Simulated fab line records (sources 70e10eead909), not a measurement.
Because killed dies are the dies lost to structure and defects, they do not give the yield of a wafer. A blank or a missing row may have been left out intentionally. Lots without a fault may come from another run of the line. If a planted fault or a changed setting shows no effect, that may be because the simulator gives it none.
Chamber matching || flow nand-harc || ald-hk-02 running NHARC_A_CHANNEL_FILL_D2_ALD_16: 4 sister chambers
The step deposits SiO2, target thk 1.5 nm, pulse time 10 s, ald cycles 15. 16 wafers are shown with their chamber, then 8 later ones without.

## WAFERS PAIRED WITH THEIR CHAMBERS
{"wafer": "L076.1", "chamber": 1, "heater-power-w (W)": 359, "precursor-pulse-height-rel": 0.970}
{"wafer": "L076.2", "chamber": 2, "heater-power-w (W)": 495, "precursor-pulse-height-rel": 1.020}
{"wafer": "L076.6", "chamber": 0, "heater-power-w (W)": 433, "precursor-pulse-height-rel": 1.008}
{"wafer": "L084.1", "chamber": 1, "heater-power-w (W)": 332, "precursor-pulse-height-rel": 0.997}
{"wafer": "L084.2", "chamber": 0, "heater-power-w (W)": 419, "precursor-pulse-height-rel": 0.947}
{"wafer": "L084.6", "chamber": 1, "heater-power-w (W)": 331, "precursor-pulse-height-rel": 0.995}
{"wafer": "L087.1", "chamber": 2, "heater-power-w (W)": 467, "precursor-pulse-height-rel": 1.031}
{"wafer": "L087.4", "chamber": 0, "heater-power-w (W)": 421, "precursor-pulse-height-rel": 0.989}
{"wafer": "L087.6", "chamber": 0, "heater-power-w (W)": 416, "precursor-pulse-height-rel": 0.997}
{"wafer": "L088.1", "chamber": 2, "heater-power-w (W)": 461, "precursor-pulse-height-rel": 0.994}
{"wafer": "L088.5", "chamber": 3, "heater-power-w (W)": 470, "precursor-pulse-height-rel": 0.972}
{"wafer": "L088.6", "chamber": 0, "heater-power-w (W)": 424, "precursor-pulse-height-rel": 0.997}
{"wafer": "L092.2", "chamber": 0, "heater-power-w (W)": 430, "precursor-pulse-height-rel": 1.009}
{"wafer": "L092.3", "chamber": 3, "heater-power-w (W)": 472, "precursor-pulse-height-rel": 0.983}
{"wafer": "L092.4", "chamber": 2, "heater-power-w (W)": 466, "precursor-pulse-height-rel": 0.981}
{"wafer": "L093.3", "chamber": 0, "heater-power-w (W)": 421, "precursor-pulse-height-rel": 1.003}

SIGNATURES (means of the wafers above)
{"reading": "heater-power-w", "chamber 0": 423.43, "chamber 1": 340.67, "chamber 2": 472.25, "chamber 3": 471.00, "scatter within a chamber": 11}
{"reading": "precursor-pulse-height-rel", "chamber 0": 0.99286, "chamber 1": 0.98733, "chamber 2": 1.00650, "chamber 3": 0.97750, "scatter within a chamber": 0.0201}
Rule: for a wafer and a chamber, the distance is found by dividing, reading by reading, the gap between the wafer's reading and the chamber's mean by the reading's scatter, squaring, summing and taking the root. If the next closest chamber is less than 2 further off than the closest, the wafer can't be placed; otherwise it belongs to the closest. The scatter: take each reading less its chamber's mean, square it, sum over the shown wafers, divide by the number of wafers less the number of chambers, and take the root.

## WAFERS WHOSE CHAMBER IS MISSING
{"wafer": "L093.5", "heater-power-w (W)": 423, "precursor-pulse-height-rel": 1.012}
{"wafer": "L093.6", "heater-power-w (W)": 479, "precursor-pulse-height-rel": 0.999}
{"wafer": "L094.1", "heater-power-w (W)": 327, "precursor-pulse-height-rel": 1.009}
{"wafer": "L094.4", "heater-power-w (W)": 427, "precursor-pulse-height-rel": 1.010}
{"wafer": "L094.5", "heater-power-w (W)": 324, "precursor-pulse-height-rel": 1.004}
{"wafer": "L096.1", "heater-power-w (W)": 335, "precursor-pulse-height-rel": 0.987}
{"wafer": "L096.3", "heater-power-w (W)": 472, "precursor-pulse-height-rel": 0.986}
{"wafer": "L096.5", "heater-power-w (W)": 331, "precursor-pulse-height-rel": 0.987}

## EACH ONE'S CHAMBER
{"wafer": "L093.5", "from the rows above": 0, "in truth": 0}
{"wafer": "L093.6", "from the rows above": "can't be placed: 2 or 3", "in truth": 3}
{"wafer": "L094.1", "from the rows above": 1, "in truth": 1}
{"wafer": "L094.4", "from the rows above": 0, "in truth": 0}
{"wafer": "L094.5", "from the rows above": 1, "in truth": 1}
{"wafer": "L096.1", "from the rows above": 1, "in truth": 1}
{"wafer": "L096.3", "from the rows above": "can't be placed: 3 or 2", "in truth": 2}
{"wafer": "L096.5", "from the rows above": 1, "in truth": 1}
Placed correctly: 6 of 8. Can't be placed from these rows: 2 (the true chamber is among the candidates in 2). Placed wrongly: 0.
